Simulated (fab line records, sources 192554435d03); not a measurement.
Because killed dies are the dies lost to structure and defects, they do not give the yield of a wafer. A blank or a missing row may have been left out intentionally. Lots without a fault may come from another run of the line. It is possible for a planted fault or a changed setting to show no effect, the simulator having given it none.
Which tool was responsible?    flow n5-finfet    10 lots with 30 wafers sampled at 2 steps, on a route of 1938 steps

WHAT EACH GAUGE READ, for each wafer
N5_BEOL_M12_OVL_MEAS_29.
lot   measured      on          M12_OVL (nm)
L499  day 10 18:43  overlay-01  1 0 -1
L502  day 11 17:05  overlay-02  3 0 0
L500  day 12 00:20  overlay-01  2 3 -1
L504  day 12 07:26  overlay-02  4 4 7
L503  day 12 07:38  overlay-01  -17 -2 -1
L507  day 13 08:53  overlay-01  -2 6 1
L508  day 13 20:37  overlay-01  10 6 11
L505  day 13 21:34  overlay-02  -11 5 -3
L514  day 15 17:27  overlay-02  3 5 3
L522  day 17 21:31  overlay-01  12 9 7

EACH LOT AND THE TOOL THAT RAN IT (in order: tool; ch and the chambers of the sampled wafers; start)
lot   N5_BEOL_M11_SURFACE_TREAT_76
L499  pvd-sputter-03, day 10 15:53
L502  pvd-sputter-02, day 11 14:08
L500  pvd-sputter-01, day 11 21:12
L504  pvd-sputter-01, day 12 04:27
L503  pvd-sputter-02, day 12 04:46
L507  pvd-sputter-03, day 13 06:04
L508  pvd-sputter-01, day 13 17:46
L505  pvd-sputter-02, day 13 18:16
L514  pvd-sputter-01, day 15 14:19
L522  pvd-sputter-03, day 17 17:38
- N5_BEOL_M11_SURFACE_TREAT_76

AS READ BY THE TOOLS THEMSELVES (means over the sampled wafers that have a number; for cases with no such wafer, the mark the record gives instead)
The record holds no such reading with a usual standard deviation.

THE ANSWER, worked out from the rows above alone
Rule: the usual values come from the lots themselves. Put in order of their means at a reading, lots are off if they are a third of the lots or fewer, leave a main group of 4 or more, and stand apart from it by a gap of 3 or more times the standard deviation of the main group's means; of several such gaps the widest counts. A main group whose means are all the same, to the digits that the tables above print for the reading, isn't used. A lot without any number at a reading at which 4 lots or more have one is off too. Any other lot the step has rows for is counted as sound. After the gauges, taken in route order, come the tools' own readings; for these a lot's mean is taken, as printed above. At the first step where some lot is off, the reading lying furthest off is the one used; lots without a number count as furthest.
None of the lots is off at any reading shown; this tells nothing.

WHAT WAS PUT IN BY THE SIMULATOR
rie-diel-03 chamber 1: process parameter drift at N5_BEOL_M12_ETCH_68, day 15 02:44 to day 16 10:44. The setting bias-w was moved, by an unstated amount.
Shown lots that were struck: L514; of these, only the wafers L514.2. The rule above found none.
